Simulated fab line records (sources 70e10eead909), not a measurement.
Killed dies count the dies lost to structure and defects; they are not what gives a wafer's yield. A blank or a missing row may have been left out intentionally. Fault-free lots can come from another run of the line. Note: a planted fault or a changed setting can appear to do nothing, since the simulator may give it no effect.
Which of the tools did it?    flow nand-harc    22 lots with 66 wafers sampled at 6 steps, on a route of 1159 steps

## WHAT THE GAUGES READ, wafer by wafer
The record holds no reading of a measuring or inspecting step that can be judged against a usual standard deviation.

## WHAT TOOL EACH LOT RAN ON (gives the tool, then ch and the chambers of the sampled wafers, and finally the start)
lot   NHARC_A_CHANNEL_FILL_D1_ALD_02    NHARC_A_CHANNEL_FILL_D1_CMP_10  NHARC_A_STAIRCASE_ETCH_170                     NHARC_A_STAIRCASE_TRIM_189                     NHARC_A_STAIRCASE_TRIM_235                     NHARC_A_STAIRCASE_ETCH_253
L074  ald-hk-04 ch 0,2, day 8 11:29     cmp-04 ch 1,2, day 10 12:21     rie-diel-06 ch 1,2,3, day 11 07:40 or earlier  rie-diel-06 ch 1,2,3, day 11 07:40 or earlier  rie-diel-07 ch 0,3, day 11 07:40 or earlier    rie-diel-07 ch 0,3, day 11 07:40
L075  ald-hk-04 ch 1,2, day 8 13:44     cmp-04 ch 0,2,3, day 10 12:15   rie-diel-06 ch 2,3, day 10 20:21 or earlier    rie-diel-06 ch 0,1,2, day 10 20:21             rie-diel-02 ch 1,2, day 11 03:44 or earlier    rie-diel-07 ch 0,2,3, day 11 03:44
L076  ald-hk-04 ch 0,1,3, day 9 04:58   cmp-03 ch 0,1,3, day 11 08:03   rie-diel-07 ch 1,2,3, day 12 00:49 or earlier  rie-diel-06 ch 0,1,3, day 12 00:49 or earlier  rie-diel-06 ch 0,3, day 12 00:49 or earlier    rie-diel-02 ch 0,1,3, day 12 00:49
L078  ald-hk-01 ch 0,2,3, day 9 05:11   cmp-02 ch 0,1,3, day 11 04:23   rie-diel-07 ch 0,1,2, day 11 23:34 or earlier  rie-diel-06 ch 0,1,2, day 11 23:34 or earlier  rie-diel-02 ch 0,2,3, day 11 23:34 or earlier  rie-diel-06 ch 0,1,2, day 11 23:34
L077  ald-hk-02 ch 0,1,2, day 9 09:13   cmp-02 ch 1,2, day 11 10:50     rie-diel-02 ch 0,1,3, day 12 02:55 or earlier  rie-diel-06 ch 0,1, day 12 02:55 or earlier    rie-diel-06 ch 0,3, day 12 02:55 or earlier    rie-diel-07 ch 1,3, day 12 02:55
L080  ald-hk-02 ch 0,1,3, day 9 18:46   cmp-02 ch 0,1, day 11 21:30     rie-diel-07 ch 0,3, day 12 15:43 or earlier    rie-diel-07 ch 0,1, day 12 15:43 or earlier    rie-diel-07 ch 0,2,3, day 12 15:43 or earlier  rie-diel-02 ch 0,2,3, day 12 15:43
L079  ald-hk-01 ch 0,1,3, day 9 20:35   cmp-04 ch 0,1,3, day 11 21:33   rie-diel-06 ch 0,1,3, day 12 12:30 or earlier  rie-diel-06 ch 0,2,3, day 12 12:30 or earlier  rie-diel-07 ch 1,2,3, day 12 12:30 or earlier  rie-diel-02 ch 0,1,3, day 12 12:30
L081  ald-hk-04 ch 2,3, day 10 08:12    cmp-03 ch 1,2,3, day 12 10:05   rie-diel-02 ch 1,2,3, day 13 01:56 or earlier  rie-diel-02 ch 1,2,3, day 13 01:56 or earlier  rie-diel-02 ch 1,2,3, day 13 01:56 or earlier  rie-diel-07 ch 0,2,3, day 13 01:56
L082  ald-hk-04 ch 1,2,3, day 10 15:02  cmp-02 ch 0,1, day 12 18:14     rie-diel-07 ch 0,2, day 13 10:38 or earlier    rie-diel-02 ch 2,3, day 13 10:38 or earlier    rie-diel-02 ch 0,1,3, day 13 10:38 or earlier  rie-diel-02 ch 0,1, day 13 10:38
L083  ald-hk-02 ch 0,1,3, day 10 22:50  cmp-03 ch 0,1,2, day 13 00:39   rie-diel-07 ch 0,2,3, day 13 18:04 or earlier  rie-diel-06 ch 0,1,2, day 13 18:04 or earlier  rie-diel-07 ch 0,2,3, day 13 18:04 or earlier  rie-diel-06 ch 0,2,3, day 13 18:04
L084  ald-hk-01 ch 0,2, day 11 02:01    cmp-02 ch 0,1,2, day 13 00:40   rie-diel-07 ch 0,2,3, day 13 20:25 or earlier  rie-diel-02 ch 0,1,3, day 13 20:25 or earlier  rie-diel-07 ch 0,1,2, day 13 20:25 or earlier  rie-diel-02 ch 1,2, day 13 20:25
L085  ald-hk-04 ch 0,2,3, day 11 02:28  cmp-04 ch 0,1,2, day 13 00:39   rie-diel-06 ch 1,3, day 13 19:05 or earlier    rie-diel-07 ch 0,3, day 13 19:05 or earlier    rie-diel-06 ch 2,3, day 13 19:05 or earlier    rie-diel-02 ch 0,2, day 13 19:05
L086  ald-hk-04 ch 1,2,3, day 12 02:22  cmp-02 ch 0,2,3, day 14 06:12   rie-diel-07 ch 1,2,3, day 14 21:37 or earlier  rie-diel-07 ch 0,1, day 14 21:37 or earlier    rie-diel-06 ch 2,3, day 14 21:37 or earlier    rie-diel-06 ch 0,3, day 14 21:37
L087  ald-hk-01 ch 0,3, day 12 02:37    cmp-04 ch 0,1,2, day 14 06:10   rie-diel-06 ch 0,1,2, day 14 21:43 or earlier  rie-diel-02 ch 2,3, day 14 21:43 or earlier    rie-diel-06 ch 0,1,2, day 14 21:43 or earlier  rie-diel-06 ch 1,2, day 14 21:43
L088  ald-hk-04 ch 0,1,2, day 12 10:20  cmp-04 ch 0,1,3, day 14 09:10   rie-diel-02 ch 0,2,3, day 15 00:59 or earlier  rie-diel-06 ch 0,1,3, day 15 00:59 or earlier  rie-diel-06 ch 2,3, day 15 00:59 or earlier    rie-diel-02 ch 1,2,3, day 15 00:59
L090  ald-hk-01 ch 0,2,3, day 12 19:00  cmp-04 ch 2,3, day 14 18:06     rie-diel-07 ch 0,1, day 15 11:58 or earlier    rie-diel-07 ch 0,2,3, day 15 11:58 or earlier  rie-diel-07 ch 0,2, day 15 11:58 or earlier    rie-diel-07 ch 0,3, day 15 11:58
L092  ald-hk-02 ch 0,2, day 13 05:24    cmp-02 ch 0,2,3, day 15 06:45   rie-diel-06 ch 2,3, day 16 00:43 or earlier    rie-diel-07 ch 2,3, day 16 00:43 or earlier    rie-diel-02 ch 1,2, day 16 00:43 or earlier    rie-diel-06 ch 0,1,2, day 16 00:43
L094  ald-hk-04 ch 2,3, day 13 14:58    cmp-02 ch 1,2,3, day 15 17:20   rie-diel-07 ch 0,1,3, day 16 12:28 or earlier  rie-diel-02 ch 1,2,3, day 16 12:28 or earlier  rie-diel-06 ch 0,1,3, day 16 12:28 or earlier  rie-diel-07 ch 0,1, day 16 12:28
L093  ald-hk-01 ch 0,2,3, day 13 15:47  cmp-04 ch 0,2, day 15 17:20     rie-diel-07 ch 0,1, day 16 10:45 or earlier    rie-diel-02 ch 1,2,3, day 16 10:45 or earlier  rie-diel-07 ch 0,2, day 16 10:45 or earlier    rie-diel-06 ch 1,2, day 16 10:45
L096  ald-hk-04 ch 0,3, day 14 02:01    cmp-04 ch 0,1,3, day 16 02:43   rie-diel-07 ch 2,3, day 16 18:31 or earlier    rie-diel-07 ch 1,2,3, day 16 18:31 or earlier  rie-diel-06 ch 0,1, day 16 18:31 or earlier    rie-diel-07 ch 0,1, day 16 18:31
L095  ald-hk-04 ch 0,2,3, day 14 06:12  cmp-03 ch 0,1,3, day 16 06:54   rie-diel-06 ch 0,2,3, day 16 23:32 or earlier  rie-diel-02 ch 0,2,3, day 16 23:32 or earlier  rie-diel-02 ch 0,1,2, day 16 23:32 or earlier  rie-diel-07 ch 0,1,2, day 16 23:32
L097  ald-hk-04 ch 0,2, day 14 15:29    cmp-03 ch 1,2,3, day 16 21:59   rie-diel-06 ch 0,1,2, day 17 15:21 or earlier  rie-diel-06 ch 0,1,2, day 17 15:21 or earlier  rie-diel-02 ch 1,3, day 17 15:21               rie-diel-02 ch 1,2, day 17 17:27
- NHARC_A_CHANNEL_FILL_D1_ALD_02: deposits SiO2, target thk 6 nm, pulse time 10 s, ald cycles 60.
- NHARC_A_CHANNEL_FILL_D1_CMP_10: polishes, target thk 150 nm.
- NHARC_A_STAIRCASE_ETCH_170: etches the open film in C4F6/O2, target depth 200 nm, time 66.667 s.
- NHARC_A_STAIRCASE_TRIM_189: chemistry O2, time 211.2 s.
- NHARC_A_STAIRCASE_TRIM_235: chemistry O2, time 211.2 s.
- NHARC_A_STAIRCASE_ETCH_253: etches the open film in C4F8/O2, target depth 50 nm, time 20.2 s.

## AS READ BY THE TOOLS THEMSELVES (means over the sampled wafers that have a number; for cases with no such wafer, the mark the record gives instead)
NHARC_A_CHANNEL_FILL_D1_ALD_02.
lot   tool       heater-power-outer-w (W)  heater-power-w (W)  precursor-pulse-height-rel
L074  ald-hk-04  251                       430                 1.022
L075  ald-hk-04  233                       459                 1.014
L076  ald-hk-04  258                       454                 0.991
L078  ald-hk-01  282                       499                 1.007
L077  ald-hk-02  236                       435                 0.996
L080  ald-hk-02  236                       423                 0.992
L079  ald-hk-01  267                       479                 1.021
L081  ald-hk-04  262                       472                 0.987
L082  ald-hk-04  242                       453                 0.989
L083  ald-hk-02  231                       411                 0.993
L084  ald-hk-01  288                       505                 1.000
L085  ald-hk-04  259                       449                 0.992
L086  ald-hk-04  246                       441                 0.996
L087  ald-hk-01  258                       455                 1.008
L088  ald-hk-04  241                       425                 0.998
L090  ald-hk-01  268                       487                 0.983
L092  ald-hk-02  247                       442                 1.016
L094  ald-hk-04  267                       474                 1.009
L093  ald-hk-01  273                       478                 0.996
L096  ald-hk-04  285                       448                 1.019
L095  ald-hk-04  259                       443                 0.987
L097  ald-hk-04  256                       417                 1.019

NHARC_A_CHANNEL_FILL_D1_CMP_10.
lot   tool    edge-zone-pressure-frac  motor-current-A (A)  slurry-filter-dp-kPa (kPa)  time-to-endpoint-s (s)
L074  cmp-04  0.996                    12.4                 13.44                       13.6
L075  cmp-04  1.002                    12.4                 13.38                       14.6
L076  cmp-03  0.999                    13.3                 13.50                       17.1
L078  cmp-02  0.999                    11.6                 13.46                       17.5
L077  cmp-02  1.005                    12.6                 13.48                       15.5
L080  cmp-02  1.001                    11.3                 13.48                       19.0
L079  cmp-04  0.997                    11.5                 13.49                       11.5
L081  cmp-03  0.994                    12.8                 13.60                       15.6
L082  cmp-02  1.001                    11.6                 13.55                       14.6
L083  cmp-03  0.997                    13.6                 13.40                       17.2
L084  cmp-02  1.000                    12.4                 13.58                       14.0
L085  cmp-04  1.005                    11.8                 13.44                       12.2
L086  cmp-02  0.990                    11.6                 13.61                       15.7
L087  cmp-04  1.002                    11.8                 13.43                       15.7
L088  cmp-04  1.002                    11.9                 13.58                       11.1
L090  cmp-04  1.000                    13.3                 13.54                       17.5
L092  cmp-02  1.000                    11.5                 13.53                       14.3
L094  cmp-02  0.996                    12.6                 13.47                       13.1
L093  cmp-04  0.995                    11.2                 13.54                       15.5
L096  cmp-04  1.004                    11.8                 13.54                       13.5
L095  cmp-03  1.003                    13.0                 13.57                       16.2
L097  cmp-03  1.001                    13.2                 13.56                       15.0

NHARC_A_STAIRCASE_ETCH_170.
lot   tool         bias-w (W)  drypump-motor-current-A (A)  oes-product-au (a.u.)  rf-vpp-V (V)  showerhead-plenum-p-Torr (Torr)  throttle-valve-pct (%)
L074  rie-diel-06  501.5       6.2                          0.945                  548           3.97                             26.905
L075  rie-diel-06  499.6       6.0                          0.963                  549           4.01                             26.900
L076  rie-diel-07  500.9       5.6                          0.989                  550           4.06                             26.899
L078  rie-diel-07  500.7       5.9                          0.976                  549           4.06                             26.907
L077  rie-diel-02  499.5       6.1                          0.955                  544           3.80                             26.900
L080  rie-diel-07  499.3       5.8                          0.971                  551           4.09                             26.907
L079  rie-diel-06  498.7       6.1                          0.976                  547           3.89                             26.898
L081  rie-diel-02  500.4       6.3                          0.933                  547           3.91                             26.900
L082  rie-diel-07  498.7       6.2                          0.983                  551           4.12                             26.902
L083  rie-diel-07  500.6       5.9                          0.960                  551           4.12                             26.912
L084  rie-diel-07  499.5       6.0                          0.988                  551           4.12                             26.898
L085  rie-diel-06  498.7       6.0                          0.985                  549           3.97                             26.909
L086  rie-diel-07  500.6       5.6                          0.969                  549           4.04                             26.897
L087  rie-diel-06  501.3       6.3                          0.979                  545           3.88                             26.910
L088  rie-diel-02  500.2       6.0                          0.932                  543           3.76                             26.894
L090  rie-diel-07  501.0       5.7                          0.989                  547           3.95                             26.909
L092  rie-diel-06  499.8       5.9                          0.970                  548           3.99                             26.897
L094  rie-diel-07  500.4       5.7                          0.964                  548           4.01                             26.910
L093  rie-diel-07  500.0       5.7                          0.983                  547           3.94                             26.891
L096  rie-diel-07  500.1       5.7                          0.942                  551           4.10                             26.900
L095  rie-diel-06  500.6       6.2                          0.975                  546           3.90                             26.902
L097  rie-diel-06  499.9       6.4                          0.948                  545           3.86                             26.904

NHARC_A_STAIRCASE_TRIM_189.
lot   tool         drypump-motor-current-A (A)  oes-product-au (a.u.)  rf-vpp-V (V)  showerhead-plenum-p-Torr (Torr)  throttle-valve-pct (%)
L074  rie-diel-06  6.2                          1.000                  58.2          3.58                             17.032
L075  rie-diel-06  6.4                          1.000                  58.4          3.50                             17.034
L076  rie-diel-06  6.1                          1.001                  57.9          3.49                             17.039
L078  rie-diel-06  6.4                          1.000                  57.4          3.49                             17.039
L077  rie-diel-06  6.3                          1.010                  57.6          3.42                             17.031
L080  rie-diel-07  5.7                          1.014                  57.5          3.56                             17.042
L079  rie-diel-06  6.1                          0.995                  58.7          3.52                             17.041
L081  rie-diel-02  6.2                          0.998                  57.9          3.52                             17.039
L082  rie-diel-02  6.2                          0.982                  57.5          3.49                             17.033
L083  rie-diel-06  6.4                          1.001                  57.6          3.49                             17.027
L084  rie-diel-02  6.1                          0.986                  57.5          3.40                             17.039
L085  rie-diel-07  5.8                          1.001                  57.6          3.68                             17.034
L086  rie-diel-07  6.0                          1.005                  57.3          3.61                             17.036
L087  rie-diel-02  6.0                          0.991                  57.4          3.38                             17.033
L088  rie-diel-06  6.1                          1.000                  58.2          3.48                             17.038
L090  rie-diel-07  5.9                          1.004                  58.6          3.70                             17.032
L092  rie-diel-07  5.7                          0.996                  58.2          3.70                             17.030
L094  rie-diel-02  6.3                          1.002                  57.3          3.68                             17.032
L093  rie-diel-02  6.3                          0.998                  58.1          3.68                             17.027
L096  rie-diel-07  5.7                          0.999                  58.2          3.63                             17.033
L095  rie-diel-02  6.0                          0.981                  57.9          3.73                             17.038
L097  rie-diel-06  6.3                          1.008                  57.7          3.47                             17.029

NHARC_A_STAIRCASE_TRIM_235.
lot   tool         drypump-motor-current-A (A)  oes-product-au (a.u.)  rf-vpp-V (V)  showerhead-plenum-p-Torr (Torr)  throttle-valve-pct (%)
L074  rie-diel-07  6.0                          0.999                  58.7          3.69                             17.035
L075  rie-diel-02  6.5                          0.996                  58.3          3.66                             17.029
L076  rie-diel-06  6.1                          1.000                  58.1          3.45                             17.034
L078  rie-diel-02  5.9                          0.986                  57.0          3.39                             17.039
L077  rie-diel-06  5.9                          0.995                  57.3          3.52                             17.032
L080  rie-diel-07  5.9                          0.998                  59.0          3.71                             17.037
L079  rie-diel-07  5.6                          1.001                  58.1          3.64                             17.040
L081  rie-diel-02  6.3                          0.988                  58.4          3.52                             17.044
L082  rie-diel-02  6.1                          0.989                  57.2          3.40                             17.027
L083  rie-diel-07  5.9                          0.998                  58.6          3.71                             17.041
L084  rie-diel-07  5.9                          1.008                  57.6          3.64                             17.034
L085  rie-diel-06  6.0                          1.000                  58.3          3.59                             17.031
L086  rie-diel-06  6.0                          0.996                  57.6          3.59                             17.034
L087  rie-diel-06  6.4                          1.005                  57.5          3.48                             17.043
L088  rie-diel-06  6.2                          1.000                  58.5          3.58                             17.034
L090  rie-diel-07  6.1                          1.002                  58.0          3.72                             17.022
L092  rie-diel-02  6.4                          1.006                  57.7          3.61                             17.036
L094  rie-diel-06  6.1                          0.994                  57.6          3.47                             17.037
L093  rie-diel-07  6.2                          1.002                  58.4          3.71                             17.034
L096  rie-diel-06  6.3                          1.010                  57.8          3.40                             17.041
L095  rie-diel-02  6.2                          0.994                  58.8          3.68                             17.032
L097  rie-diel-02  6.4                          1.000                  58.4          3.70                             17.036

NHARC_A_STAIRCASE_ETCH_253.
lot   tool         bias-w (W)  oes-product-au (a.u.)  rf-vpp-V (V)
L074  rie-diel-07  1002        0.933                  901
L075  rie-diel-07  1004        0.954                  903
L076  rie-diel-02  999         0.916                  893
L078  rie-diel-06  1005        0.966                  896
L077  rie-diel-07  999         0.956                  897
L080  rie-diel-02  1001        0.952                  890
L079  rie-diel-02  999         0.954                  891
L081  rie-diel-07  1003        0.972                  903
L082  rie-diel-02  1000        0.929                  890
L083  rie-diel-06  1001        0.972                  896
L084  rie-diel-02  999         0.920                  899
L085  rie-diel-02  999         0.962                  891
L086  rie-diel-06  999         0.940                  895
L087  rie-diel-06  1000        0.937                  896
L088  rie-diel-02  1000        0.939                  902
L090  rie-diel-07  1001        0.936                  901
L092  rie-diel-06  1001        0.918                  894
L094  rie-diel-07  1000        0.928                  898
L093  rie-diel-06  999         0.948                  895
L096  rie-diel-07  1001        0.971                  896
L095  rie-diel-07  1000        0.971                  900
L097  rie-diel-02  997         0.928                  900

## THE ANSWER, worked out from the rows above alone
Rule: what is usual is taken from the lots themselves. Put in order of their means at a reading, lots are off if they are a third of the lots or fewer, leave a main group of 4 or more, and stand apart from it by a gap of 3 or more times the standard deviation of the main group's means; of several such gaps the widest counts. A main group is skipped when, at the precision printed for the reading in the tables above, its means are all equal. A lot without any number at a reading at which 4 lots or more have one is off too. The other lots that the step has rows for count as sound. The gauges are gone through in route order, then the tools' own readings, and for those a lot's mean is taken as printed above. The first step at which some lot is off is used, and at that step the reading that is off furthest; a lot without a number counts as furthest.
Nothing can be told from this: no lot is off at any reading shown.

## WHAT THE SIMULATOR HAD PUT IN
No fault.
